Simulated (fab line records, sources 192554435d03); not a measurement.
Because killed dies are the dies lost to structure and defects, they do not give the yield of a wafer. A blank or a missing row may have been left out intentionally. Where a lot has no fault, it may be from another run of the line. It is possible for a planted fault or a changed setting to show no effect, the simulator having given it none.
Which tool was responsible? | flow n5-finfet | 24 lots with 72 wafers sampled at 6 steps, on a route of 1938 steps

== WHAT THE GAUGES SHOWED, per wafer ==
N5_BEOL_M5_OCD_MEAS_38.
lot  | measured     | on     | trench-depth-nm (nm)
L074 | day 8 20:37  | ocd-02 | 71.5 69.4 70.5
L075 | day 8 20:48  | ocd-02 | 67.6 71.2 71.9
L076 | day 9 10:44  | ocd-01 | 69.3 69.1 71.6
L077 | day 9 10:33  | ocd-01 | 72.7 71.0 70.9
L078 | day 9 15:58  | ocd-02 | 70.6 72.0 69.9
L080 | day 9 20:23  | ocd-02 | 68.5 72.7 72.5
L079 | day 9 20:02  | ocd-02 | 69.5 71.6 68.6
L082 | day 10 14:48 | ocd-01 | 70.5 69.5 69.7
L081 | day 10 16:55 | ocd-02 | 71.8 70.2 70.1
L083 | day 10 21:50 | ocd-02 | 69.2 72.7 72.9
L084 | day 10 21:56 | ocd-01 | 71.8 70.7 69.8
L085 | day 11 18:24 | ocd-01 | 72.6 71.0 72.8
L087 | day 11 17:57 | ocd-01 | 71.1 70.8 69.4
L088 | day 11 20:07 | ocd-02 | 70.5 71.6 71.0
L086 | day 12 01:34 | ocd-01 | 70.4 70.6 69.7
L089 | day 12 08:40 | ocd-01 | 72.7 71.2 72.3
L091 | day 12 10:41 | ocd-01 | 71.1 70.4 70.6
L090 | day 12 20:56 | ocd-02 | 73.2 71.8 73.0
L092 | day 13 00:46 | ocd-01 | 70.6 70.5 70.9
L093 | day 13 07:03 | ocd-01 | 71.0 70.6 71.7
L094 | day 13 21:05 | ocd-02 | 72.3 72.7 71.1
L095 | day 13 22:06 | ocd-01 | 72.9 73.2 71.8
L097 | day 14 19:13 | ocd-01 | 71.6 71.0 71.1
L096 | day 15 00:25 | ocd-01 | 72.1 69.9 71.3

N5_BEOL_M6_THK_MEAS_01.
lot  | measured     | on            | M6_ILD_THK (nm)
L074 | day 9 03:49  | film-metro-02 | 151.3 154.3 153.3
L075 | day 9 06:10  | film-metro-01 | 153.3 155.0 154.7
L076 | day 9 18:24  | film-metro-02 | 154.6 153.8 156.4
L077 | day 9 17:57  | film-metro-01 | 150.2 153.9 154.7
L078 | day 9 23:33  | film-metro-01 | 152.7 158.3 156.0
L080 | day 10 04:07 | film-metro-02 | 151.9 152.8 155.0
L079 | day 10 04:01 | film-metro-01 | 153.2 153.8 155.6
L082 | day 11 00:18 | film-metro-01 | 154.3 157.1 155.5
L081 | day 11 01:08 | film-metro-01 | 154.5 155.4 157.2
L083 | day 11 06:05 | film-metro-02 | 153.5 154.6 154.0
L084 | day 11 06:08 | film-metro-02 | 152.9 152.6 155.4
L085 | day 12 02:28 | film-metro-02 | 154.5 156.1 155.2
L087 | day 12 06:13 | film-metro-01 | 151.9 156.5 156.7
L088 | day 12 03:53 | film-metro-01 | 154.1 151.3 157.3
L086 | day 12 09:28 | film-metro-01 | 152.3 155.0 155.5
L089 | day 12 16:50 | film-metro-01 | 154.6 157.4 155.3
L091 | day 12 18:42 | film-metro-01 | 151.2 153.6 156.2
L090 | day 13 04:31 | film-metro-02 | 153.5 157.5 161.0
L092 | day 13 10:28 | film-metro-01 | 150.9 155.4 154.0
L093 | day 13 14:38 | film-metro-01 | 157.7 154.6 155.9
L094 | day 14 05:16 | film-metro-01 | 156.1 154.7 157.9
L095 | day 14 06:35 | film-metro-02 | 152.1 156.0 152.9
L097 | day 15 02:44 | film-metro-01 | 152.6 154.2 153.2
L096 | day 15 07:46 | film-metro-01 | 153.0 153.8 152.5

N5_BEOL_M6_CD_MEAS_11: the cd target is 38.5 nm.
lot  | measured     | on        | cd-nm (nm)
L074 | day 9 05:25  | cd-sem-02 | 38.0 37.6 38.7
L075 | day 9 08:11  | cd-sem-03 | 39.6 38.4 38.4
L076 | day 9 20:25  | cd-sem-03 | 38.1 38.6 38.2
L077 | day 9 20:13  | cd-sem-02 | 38.5 38.4 37.7
L078 | day 10 02:25 | cd-sem-03 | 38.8 37.8 39.0
L080 | day 10 06:08 | cd-sem-01 | 38.9 38.8 37.9
L079 | day 10 05:58 | cd-sem-01 | 38.0 38.6 38.0
L082 | day 11 04:31 | cd-sem-01 | 39.3 38.8 37.9
L081 | day 11 04:34 | cd-sem-03 | 38.1 39.4 37.9
L083 | day 11 07:05 | cd-sem-02 | 38.6 38.9 38.3
L084 | day 11 07:19 | cd-sem-02 | 38.6 37.9 38.0
L085 | day 12 03:13 | cd-sem-03 | 38.4 39.0 37.6
L087 | day 12 07:57 | cd-sem-03 | 38.2 37.6 39.0
L088 | day 12 05:28 | cd-sem-02 | 38.7 38.1 37.8
L086 | day 12 11:14 | cd-sem-02 | 37.9 38.7 39.8
L089 | day 12 18:58 | cd-sem-03 | 38.6 39.3 38.8
L091 | day 12 19:35 | cd-sem-03 | 38.3 39.2 38.8
L090 | day 13 06:01 | cd-sem-02 | 38.1 38.7 38.7
L092 | day 13 13:52 | cd-sem-03 | 38.6 38.4 37.9
L093 | day 13 15:50 | cd-sem-02 | 38.2 39.1 38.7
L094 | day 14 06:02 | cd-sem-03 | 38.3 38.6 39.3
L095 | day 14 09:11 | cd-sem-03 | 37.8 38.2 39.0
L097 | day 15 03:43 | cd-sem-01 | 39.3 39.0 38.8
L096 | day 15 09:01 | cd-sem-03 | 38.6 38.6 38.4

== TOOL THAT RAN EACH LOT (tool first, then ch and the chambers of the sampled wafers, then the start) ==
lot  | N5_BEOL_M5_STRIP_64                | N5_BEOL_M5_STRIP_19                | N5_BEOL_M5_ETCH_67
L074 | rie-diel-02 ch 1,3, day 8 19:17    | rie-diel-06 ch 2,3, day 8 19:33    | rie-diel-04 ch 1,2, day 8 20:15
L075 | rie-diel-06 ch 0,2, day 8 19:32    | rie-diel-06 ch 0,3, day 8 19:41    | rie-diel-02 ch 0,1,2, day 8 20:26
L076 | rie-diel-06 ch 0,2,3, day 9 09:06  | rie-diel-06 ch 0,2, day 9 09:26    | rie-diel-04 ch 1,2,3, day 9 10:21
L077 | rie-diel-06 ch 0,2,3, day 9 09:20  | rie-diel-04 ch 1,2, day 9 09:29    | rie-diel-06 ch 2,3, day 9 10:11
L078 | rie-diel-04 ch 1,3, day 9 12:13    | rie-diel-06 ch 0,2,3, day 9 12:22  | rie-diel-06 ch 0,2, day 9 15:35
L080 | rie-diel-02 ch 1,2,3, day 9 17:30  | rie-diel-04 ch 0,1, day 9 17:41    | rie-diel-02 ch 1,2,3, day 9 20:02
L079 | rie-diel-04 ch 0,1, day 9 17:38    | rie-diel-02 ch 0,1,3, day 9 17:55  | rie-diel-04 ch 1,2,3, day 9 19:40
L082 | rie-diel-02 ch 0,1, day 10 13:21   | rie-diel-04 ch 0,1, day 10 13:40   | rie-diel-04 ch 1,2, day 10 14:26
L081 | rie-diel-02 ch 2,3, day 10 13:56   | rie-diel-04 ch 2,3, day 10 14:11   | rie-diel-04 ch 1,2,3, day 10 16:33
L083 | rie-diel-04 ch 1,3, day 10 18:03   | rie-diel-06 ch 0,2,3, day 10 18:14 | rie-diel-02 ch 2,3, day 10 21:28
L084 | rie-diel-02 ch 1,2,3, day 10 18:13 | rie-diel-06 ch 0,2,3, day 10 18:25 | rie-diel-06 ch 0,2,3, day 10 21:35
L085 | rie-diel-06 ch 2,3, day 11 15:04   | rie-diel-02 ch 0,1, day 11 15:18   | rie-diel-02 ch 0,3, day 11 18:02
L087 | rie-diel-06 ch 0,2,3, day 11 15:20 | rie-diel-06 ch 0,2, day 11 15:29   | rie-diel-04 ch 2,3, day 11 17:35
L088 | rie-diel-06 ch 2,3, day 11 18:55   | rie-diel-06 ch 0,2,3, day 11 19:04 | rie-diel-04 ch 1,3, day 11 19:44
L086 | rie-diel-02 ch 2,3, day 11 21:28   | rie-diel-04 ch 0,2, day 11 21:37   | rie-diel-04 ch 1,2,3, day 12 01:12
L089 | rie-diel-02 ch 0,1,3, day 12 02:10 | rie-diel-02 ch 0,3, day 12 02:19   | rie-diel-04 ch 0,2,3, day 12 08:18
L091 | rie-diel-06 ch 1,3, day 12 09:18   | rie-diel-06 ch 1,3, day 12 09:27   | rie-diel-04 ch 2,3, day 12 10:19
L090 | rie-diel-06 ch 0,1,3, day 12 19:34 | rie-diel-06 ch 0,1,2, day 12 19:52 | rie-diel-02 ch 1,2, day 12 20:34
L092 | rie-diel-02 ch 0,1, day 12 23:05   | rie-diel-04 ch 0,1, day 12 23:20   | rie-diel-04 ch 0,1, day 13 00:14
L093 | rie-diel-06 ch 0,3, day 13 01:41   | rie-diel-02 ch 0,3, day 13 01:50   | rie-diel-04 ch 0,1, day 13 06:32
L094 | rie-diel-04 ch 0,1,2, day 13 19:40 | rie-diel-04 ch 1,2,3, day 13 19:50 | rie-diel-02 ch 0,2,3, day 13 20:43
L095 | rie-diel-02 ch 0,3, day 13 19:56   | rie-diel-06 ch 0,2,3, day 13 20:08 | rie-diel-02 ch 0,1,3, day 13 21:44
L097 | rie-diel-06 ch 0,1,3, day 14 16:32 | rie-diel-04 ch 1,3, day 14 16:47   | rie-diel-04 ch 0,1,2, day 14 18:51
L096 | rie-diel-02 ch 0,1,2, day 14 19:56 | rie-diel-06 ch 0,1,2, day 14 20:05 | rie-diel-06 ch 0,2,3, day 15 00:02
- N5_BEOL_M5_STRIP_64: strips in CF4.
- N5_BEOL_M5_STRIP_19: strips in O2.
- N5_BEOL_M5_ETCH_67: etches SiARC in CF4, target depth 15.6 nm, time 26 s.

== WHAT THE TOOLS THEMSELVES READ (means of the sampled wafers that have a number; where no wafer has one, the mark that the record gives instead) ==
N5_BEOL_M5_STRIP_64.
lot  | tool        | drypump-motor-current-A (A) | oes-product-au (a.u.) | rf-fwd-power-W (W) | rf-vpp-V (V) | showerhead-plenum-p-Torr (Torr) | throttle-valve-pct (%)
L074 | rie-diel-02 | 5.6                         | 0.80                  | 292.8              | 270.0        | 1.75                            | 13.5
L075 | rie-diel-06 | 5.0                         | 0.92                  | 293.3              | 271.1        | 1.81                            | 13.4
L076 | rie-diel-06 | 5.1                         | 0.83                  | 292.7              | 270.8        | 1.77                            | 13.6
L077 | rie-diel-06 | 5.1                         | 0.83                  | 293.0              | 270.5        | 1.77                            | 13.6
L078 | rie-diel-04 | 5.7                         | 0.73                  | 293.0              | 271.8        | 1.83                            | 13.5
L080 | rie-diel-02 | 5.6                         | 0.74                  | 292.4              | 270.5        | 1.76                            | 13.7
L079 | rie-diel-04 | 5.9                         | 0.89                  | 292.6              | 271.8        | 1.79                            | 13.5
L082 | rie-diel-02 | 5.9                         | 0.78                  | 292.2              | 271.1        | 1.75                            | 13.5
L081 | rie-diel-02 | 5.6                         | 0.70                  | 292.4              | 270.4        | 1.77                            | 13.8
L083 | rie-diel-04 | 5.7                         | 0.72                  | 292.0              | 271.9        | 1.83                            | 13.5
L084 | rie-diel-02 | 5.6                         | 0.74                  | 293.0              | 269.9        | 1.76                            | 13.7
L085 | rie-diel-06 | 5.0                         | 0.83                  | 293.4              | 271.2        | 1.79                            | 13.5
L087 | rie-diel-06 | 5.1                         | 0.79                  | 292.5              | 271.3        | 1.77                            | 13.7
L088 | rie-diel-06 | 5.1                         | 0.76                  | 292.7              | 270.3        | 1.75                            | 13.7
L086 | rie-diel-02 | 5.3                         | 0.71                  | 292.1              | 269.9        | 1.75                            | 14.0
L089 | rie-diel-02 | 5.6                         | 0.76                  | 291.7              | 270.7        | 1.75                            | 13.8
L091 | rie-diel-06 | 5.2                         | 0.85                  | 292.6              | 272.0        | 1.84                            | 13.5
L090 | rie-diel-06 | 5.2                         | 0.80                  | 293.0              | 271.3        | 1.79                            | 13.7
L092 | rie-diel-02 | 5.9                         | 0.74                  | 291.6              | 269.9        | 1.76                            | 13.8
L093 | rie-diel-06 | 5.3                         | 0.77                  | 292.5              | 268.9        | 1.75                            | 13.9
L094 | rie-diel-04 | 6.1                         | 0.86                  | 291.6              | 271.5        | 1.80                            | 13.5
L095 | rie-diel-02 | 5.7                         | 0.72                  | 292.3              | 270.2        | 1.76                            | 14.0
L097 | rie-diel-06 | 5.3                         | 0.79                  | 291.9              | 271.4        | 1.79                            | 13.7
L096 | rie-diel-02 | 5.9                         | 0.79                  | 292.9              | 270.5        | 1.76                            | 13.6

N5_BEOL_M5_STRIP_19.
lot  | tool        | drypump-motor-current-A (A) | oes-product-au (a.u.) | rf-vpp-V (V) | showerhead-plenum-p-Torr (Torr) | throttle-valve-pct (%)
L074 | rie-diel-06 | 5.1                         | 0.81                  | 4.2          | 2.04                            | 16.68
L075 | rie-diel-06 | 5.3                         | 0.78                  | 3.6          | 2.01                            | 16.87
L076 | rie-diel-06 | 5.0                         | 0.91                  | 3.6          | 2.11                            | 16.51
L077 | rie-diel-04 | 6.4                         | 0.75                  | 3.7          | 2.14                            | 16.71
L078 | rie-diel-06 | 5.1                         | 0.83                  | 3.5          | 2.06                            | 16.69
L080 | rie-diel-04 | 5.9                         | 0.89                  | 3.5          | 2.10                            | 16.71
L079 | rie-diel-02 | 5.7                         | 0.77                  | 3.5          | 2.03                            | 16.79
L082 | rie-diel-04 | 6.2                         | 0.82                  | 3.8          | 2.11                            | 16.62
L081 | rie-diel-04 | 5.8                         | 0.69                  | 3.2          | 2.16                            | 16.97
L083 | rie-diel-06 | 5.2                         | 0.82                  | 3.7          | 2.05                            | 16.71
L084 | rie-diel-06 | 5.1                         | 0.82                  | 4.0          | 2.05                            | 16.70
L085 | rie-diel-02 | 5.9                         | 0.80                  | 3.6          | 2.05                            | 16.62
L087 | rie-diel-06 | 5.0                         | 0.88                  | 2.9          | 2.11                            | 16.53
L088 | rie-diel-06 | 5.1                         | 0.80                  | 3.7          | 2.05                            | 16.73
L086 | rie-diel-04 | 5.9                         | 0.76                  | 3.4          | 2.13                            | 17.03
L089 | rie-diel-02 | 5.3                         | 0.75                  | 3.3          | 2.02                            | 17.04
L091 | rie-diel-06 | 5.3                         | 0.78                  | 3.6          | 2.06                            | 16.76
L090 | rie-diel-06 | 5.1                         | 0.87                  | 3.7          | 2.14                            | 16.58
L092 | rie-diel-04 | 6.2                         | 0.79                  | 3.6          | 2.10                            | 16.65
L093 | rie-diel-02 | 5.3                         | 0.74                  | 4.1          | 2.01                            | 17.05
L094 | rie-diel-04 | 6.0                         | 0.81                  | 3.4          | 2.14                            | 16.62
L095 | rie-diel-06 | 5.1                         | 0.78                  | 3.3          | 2.04                            | 16.77
L097 | rie-diel-04 | 6.1                         | 0.73                  | 3.6          | 2.12                            | 16.61
L096 | rie-diel-06 | 5.1                         | 0.85                  | 4.1          | 2.13                            | 16.61

N5_BEOL_M5_ETCH_67.
lot  | tool        | bias-w (W) | drypump-motor-current-A (A) | etch-rf-on-time-s (s) | oes-product-au (a.u.) | rf-fwd-power-W (W) | rf-vpp-V (V) | showerhead-plenum-p-Torr (Torr) | throttle-valve-pct (%)
L074 | rie-diel-04 | 35.94      | 6.4                         | 26.3                  | 0.64                  | 530.5              | 184.0        | 2.17                            | 15.57
L075 | rie-diel-02 | 35.98      | 5.9                         | 26.2                  | 0.64                  | 532.3              | 183.7        | 2.11                            | 15.61
L076 | rie-diel-04 | 35.96      | 6.0                         | 26.6                  | 0.62                  | 532.6              | 184.4        | 2.19                            | 15.64
L077 | rie-diel-06 | 36.00      | 5.0                         | 26.5                  | 0.73                  | 532.0              | 184.1        | 2.15                            | 15.52
L078 | rie-diel-06 | 35.97      | 5.0                         | 26.9                  | 0.75                  | 532.0              | 183.6        | 2.16                            | 15.44
L080 | rie-diel-02 | 35.92      | 5.6                         | 25.9                  | 0.65                  | 532.4              | 182.2        | 2.09                            | 15.67
L079 | rie-diel-04 | 36.00      | 6.0                         | 26.7                  | 0.61                  | 528.9              | 184.7        | 2.19                            | 15.66
L082 | rie-diel-04 | 36.00      | 6.2                         | 26.9                  | 0.60                  | 531.0              | 183.8        | 2.18                            | 15.83
L081 | rie-diel-04 | 35.99      | 6.0                         | 26.5                  | 0.61                  | 531.6              | 184.9        | 2.18                            | 15.67
L083 | rie-diel-02 | 36.04      | 5.3                         | 26.2                  | 0.62                  | 529.6              | 183.6        | 2.09                            | 15.95
L084 | rie-diel-06 | 36.02      | 5.1                         | 26.5                  | 0.69                  | 530.6              | 183.2        | 2.12                            | 15.70
L085 | rie-diel-02 | 36.10      | 5.3                         | 25.6                  | 0.64                  | 533.5              | 183.2        | 2.09                            | 16.10
L087 | rie-diel-04 | 36.00      | 5.6                         | 26.4                  | 0.58                  | 531.3              | 184.1        | 2.21                            | 15.77
L088 | rie-diel-04 | 35.92      | 6.1                         | 26.6                  | 0.63                  | 529.9              | 184.0        | 2.16                            | 15.47
L086 | rie-diel-04 | 35.96      | 6.0                         | 26.3                  | 0.61                  | 532.3              | 184.2        | 2.18                            | 15.69
L089 | rie-diel-04 | 36.00      | 5.6                         | 26.1                  | 0.65                  | 532.8              | 185.1        | 2.17                            | 15.79
L091 | rie-diel-04 | 35.99      | 5.6                         | 26.4                  | 0.58                  | 531.7              | 185.5        | 2.21                            | 15.78
L090 | rie-diel-02 | 35.97      | 5.8                         | 25.4                  | 0.74                  | 533.0              | 183.3        | 2.09                            | 15.28
L092 | rie-diel-04 | 36.16      | 6.2                         | 26.2                  | 0.68                  | 531.7              | 183.5        | 2.12                            | 15.51
L093 | rie-diel-04 | 36.02      | 6.2                         | 26.1                  | 0.68                  | 529.6              | 183.3        | 2.12                            | 15.51
L094 | rie-diel-02 | 36.02      | 5.6                         | 26.0                  | 0.68                  | 530.3              | 183.3        | 2.10                            | 15.81
L095 | rie-diel-02 | 36.04      | 5.6                         | 25.3                  | 0.65                  | 534.4              | 183.2        | 2.09                            | 15.86
L097 | rie-diel-04 | 36.01      | 6.0                         | 26.4                  | 0.72                  | 532.1              | 183.8        | 2.14                            | 15.57
L096 | rie-diel-06 | 36.00      | 5.2                         | 26.6                  | 0.66                  | 531.0              | 183.8        | 2.10                            | 15.78

== THE ANSWER, worked out from the rows above alone ==
Rule: usual is defined by the lots themselves. The widest of any qualifying gaps counts: lots, ordered by their means at a reading, are off when they make up no more than a third of the lots, leave a main group of 4 or more, and stand apart from it by 3 or more times the standard deviation of that group's means. If all means in a main group match to the digits the tables above print for the reading, that group is not used. Also off: a lot with no number at a reading for which 4 or more lots have one. All remaining lots with rows at the step are treated as sound. The gauges are gone through in route order, then the tools' own readings, and for those a lot's mean is taken as printed above. At the first step where some lot is off, the reading lying furthest off is the one used; lots without a number count as furthest.
No lot is off at any reading shown: from this, nothing can be told.

== WHAT HAD BEEN PUT IN BY THE SIMULATOR ==
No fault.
